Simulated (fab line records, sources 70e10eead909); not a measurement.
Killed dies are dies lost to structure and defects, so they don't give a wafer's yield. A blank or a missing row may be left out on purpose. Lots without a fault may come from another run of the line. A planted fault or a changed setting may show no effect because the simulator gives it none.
Which tool did it? | flow nand_harc | 13 lots, 39 wafers sampled, at 6 steps of a route of 1302

WHAT THE GAUGES READ, wafer by wafer
NHARC_P_ZERO_WELL_CD_MEAS_52: target cd 2000 nm. Usual: cd_nm 1998.8 nm, standard deviation 2.9.
lot  | measured     | on        | cd_nm (nm)           | flag
L620 | day 2 12:00  | cd_sem-01 | 1999.1 2002.2 1997.1 |
L621 | day 2 21:48  | cd_sem-02 | 1994.4 1991.7 1995.7 |
L622 | day 3 07:36  | cd_sem-01 | 1998.9 2004.5 1996.1 |
L625 | day 4 17:37  | cd_sem-03 | 2000.3 1994.7 2004.2 |
L626 | day 4 23:42  | cd_sem-01 | 2005.6 2000.3 1999.3 |
L627 | day 5 10:16  | cd_sem-03 | 1999.3 1996.0 1995.5 |
L628 | day 5 19:38  | cd_sem-01 | 1996.0 1997.8 1998.0 |
L629 | day 6 05:53  | cd_sem-03 | 1906.4 1904.3 1907.3 | OFF
L630 | day 6 15:45  | cd_sem-01 | 2000.0 1995.9 1999.9 |
L639 | day 10 09:47 | cd_sem-03 | 1998.8 2003.7 1996.6 |
L640 | day 10 21:20 | cd_sem-02 | 2000.0 1998.7 1996.3 |
L641 | day 11 05:37 | cd_sem-03 | 2004.4 2001.9 2003.7 |
L642 | day 11 15:41 | cd_sem-02 | 2001.7 2003.2 1999.3 |

NHARC_P_ZERO_WELL_INSPECT_43. Usual: raw_defect_count 13, standard deviation 5.6.
lot  | measured     | on                | raw_defect_count | flag
L620 | day 2 13:49  | defect_inspect-01 | 11 8 8           |
L621 | day 2 23:37  | defect_inspect-02 | 7 10 12          |
L622 | day 3 09:32  | defect_inspect-01 | 15 10 11         |
L625 | day 4 19:25  | defect_inspect-01 | 15 4 7           |
L626 | day 5 01:42  | defect_inspect-01 | 6 8 15           |
L627 | day 5 12:04  | defect_inspect-01 | 23 28 19         |
L628 | day 5 21:27  | defect_inspect-01 | 9 12 4           |
L629 | day 6 07:43  | defect_inspect-02 | 12 12 11         |
L630 | day 6 17:35  | defect_inspect-02 | 12 17 11         |
L639 | day 10 11:43 | defect_inspect-02 | 13 19 13         |
L640 | day 10 23:08 | defect_inspect-01 | 12 29 13         |
L641 | day 11 07:26 | defect_inspect-02 | 8 9 15           |
L642 | day 11 17:29 | defect_inspect-01 | 8 24 19          |

NHARC_P_STI_CD_MEAS_09: target cd 200 nm. Usual: cd_nm 197.8 nm, standard deviation 2.8.
lot  | measured     | on        | cd_nm (nm)        | flag
L620 | day 3 09:16  | cd_sem-03 | 196.3 196.1 199.6 |
L621 | day 3 14:44  | cd_sem-01 | 202.1 196.9 197.2 |
L622 | day 4 01:53  | cd_sem-03 | 193.5 195.5 197.5 |
L625 | day 5 09:54  | cd_sem-03 | 194.0 198.5 196.3 |
L626 | day 5 16:37  | cd_sem-01 | 201.0 197.1 200.6 |
L627 | day 6 05:39  | cd_sem-02 | 199.3 191.4 190.6 |
L628 | day 6 11:52  | cd_sem-02 | 195.6 200.1 198.6 |
L629 | day 7 00:42  | cd_sem-03 | 195.3 192.8 192.5 |
L630 | day 7 08:49  | cd_sem-03 | 195.9 200.1 200.6 |
L639 | day 11 03:07 | cd_sem-03 | 200.1 201.7 195.0 |
L640 | day 11 14:45 | cd_sem-02 | 197.6 200.1 199.3 |
L641 | day 11 22:33 | cd_sem-02 | 199.1 193.7 195.0 |
L642 | day 12 07:52 | cd_sem-03 | 196.2 200.8 197.8 |

NHARC_END_SORT_01. Usual: killed_at_array 63, standard deviation 27; killed_at_other 0.7, standard deviation 1.2; killed_at_periphery 3.1, standard deviation 2; killed_dies 67, standard deviation 28; killed_open 3.0, standard deviation 1.9; killed_short 2.2, standard deviation 1.5.
lot  | measured     | on        | killed_at_array | killed_at_other | killed_at_periphery | killed_dies | killed_open | killed_short | flag
L628 | day 28 06:05 | prober-01 | 71 74 63        | 4 6 5           | 1 2 2               | 76 82 70    | 3 1 4       | 1 4 0        | OFF

WHICH TOOL RAN EACH LOT (tool, then ch and the chambers of the sampled wafers, then the start)
lot  | NHARC_P_ZERO_WELL_EXPOSE_49       | NHARC_P_STI_DESCUM_14
L620 | krf_scanner-04 ch 0, day 2 11:50  | rie_diel-07 ch 1,2,3, day 3 09:33
L621 | krf_scanner-03 ch 0, day 2 21:38  | rie_diel-05 ch 1,2, day 3 15:00
L622 | krf_scanner-02 ch 0, day 3 07:26  | rie_diel-05 ch 1,2,3, day 4 02:09
L625 | krf_scanner-04 ch 0, day 4 17:27  | rie_diel-05 ch 0,2, day 5 10:10
L626 | krf_scanner-04 ch 0, day 4 23:32  | rie_diel-05 ch 0,1,2, day 5 16:53
L627 | krf_scanner-04 ch 0, day 5 10:06  | rie_diel-05 ch 0,2, day 6 05:55
L628 | krf_scanner-02 ch 0, day 5 19:29  | rie_diel-05 ch 0,1, day 6 12:08
L629 | krf_scanner-04 ch 0, day 6 05:44  | rie_diel-05 ch 0,2,3, day 7 00:58
L630 | krf_scanner-02 ch 0, day 6 15:35  | rie_diel-05 ch 0,1,2, day 7 09:05
L639 | krf_scanner-04 ch 0, day 10 09:38 | rie_diel-11 ch 1,2,3, day 11 03:23
L640 | krf_scanner-04 ch 0, day 10 21:11 | rie_diel-05 ch 0,3, day 11 15:01
L641 | krf_scanner-04 ch 0, day 11 05:28 | rie_diel-07 ch 0,3, day 11 23:06
L642 | krf_scanner-02 ch 0, day 11 15:31 | rie_diel-07 ch 0,1,3, day 12 08:08
- NHARC_P_ZERO_WELL_EXPOSE_49: exposes mask P HVPW, target cd 2000 nm.
- NHARC_P_STI_DESCUM_14: chemistry O2, time 3 s.

WHAT THE TOOLS THEMSELVES READ (means of the sampled wafers that have a number; where no wafer has one, the mark that the record gives instead)
NHARC_P_STI_DESCUM_14. Usual: drypump_motor_current_A 5.6 A, standard deviation 0.41; oes_product_au 1.007 a.u., standard deviation 0.016; rf_vpp_V 58.1 V, standard deviation 0.71; showerhead_plenum_p_Torr 1.99 Torr, standard deviation 0.057; throttle_valve_pct 11.312 %, standard deviation 0.0082.
lot  | tool        | drypump_motor_current_A (A) | oes_product_au (a.u.) | rf_vpp_V (V) | showerhead_plenum_p_Torr (Torr) | throttle_valve_pct (%) | flag
L620 | rie_diel-07 | 5.7                         | 0.996                 | 58.2         | 1.99                            | 11.306                 |
L621 | rie_diel-05 | 5.2                         | 0.993                 | 57.5         | 1.94                            | 11.314                 |
L622 | rie_diel-05 | 5.4                         | 1.002                 | 57.7         | 1.98                            | 11.307                 |
L625 | rie_diel-05 | 5.4                         | 1.013                 | 57.7         | 2.02                            | 11.310                 |
L626 | rie_diel-05 | 5.4                         | 1.009                 | 57.9         | 1.98                            | 11.316                 |
L627 | rie_diel-05 | 5.7                         | 1.018                 | 57.9         | 2.02                            | 11.306                 |
L628 | rie_diel-05 | 5.7                         | 1.013                 | 58.8         | 1.99                            | 11.309                 |
L629 | rie_diel-05 | 5.6                         | 1.016                 | 58.8         | 2.02                            | 11.318                 |
L630 | rie_diel-05 | 5.4                         | 1.006                 | 58.2         | 1.98                            | 11.316                 |
L639 | rie_diel-11 | 5.5                         | 1.002                 | 57.5         | 1.93                            | 11.316                 |
L640 | rie_diel-05 | 5.8                         | 1.004                 | 58.0         | 2.01                            | 11.301                 |
L641 | rie_diel-07 | 6.0                         | 0.994                 | 57.9         | 2.05                            | 11.319                 |
L642 | rie_diel-07 | 6.0                         | 1.001                 | 58.1         | 2.01                            | 11.306                 |

THE ANSWER, worked out from the rows above alone
Rule: a lot is off if the mean of its wafers that have a number lies more than 3 standard deviations from the usual mean. A lot without any number at a reading at which 4 lots or more have one is off too. The other lots that the step has rows for count as sound. The gauges are gone through in route order, then the tools' own readings, and for those a lot's mean is taken as printed above. The first step at which some lot is off is used, and at that step the reading that is off furthest; a lot without a number counts as furthest.
Off: L629, at NHARC_P_ZERO_WELL_CD_MEAS_52 (cd_nm).
A tool fits if, at a process step before that reading, it ran every lot that is off, and no sound lot after the first of them. The gauges at NHARC_P_ZERO_WELL_CD_MEAS_52 are tried like those tools. None of those tried fits.

WHAT THE SIMULATOR HAD PUT IN
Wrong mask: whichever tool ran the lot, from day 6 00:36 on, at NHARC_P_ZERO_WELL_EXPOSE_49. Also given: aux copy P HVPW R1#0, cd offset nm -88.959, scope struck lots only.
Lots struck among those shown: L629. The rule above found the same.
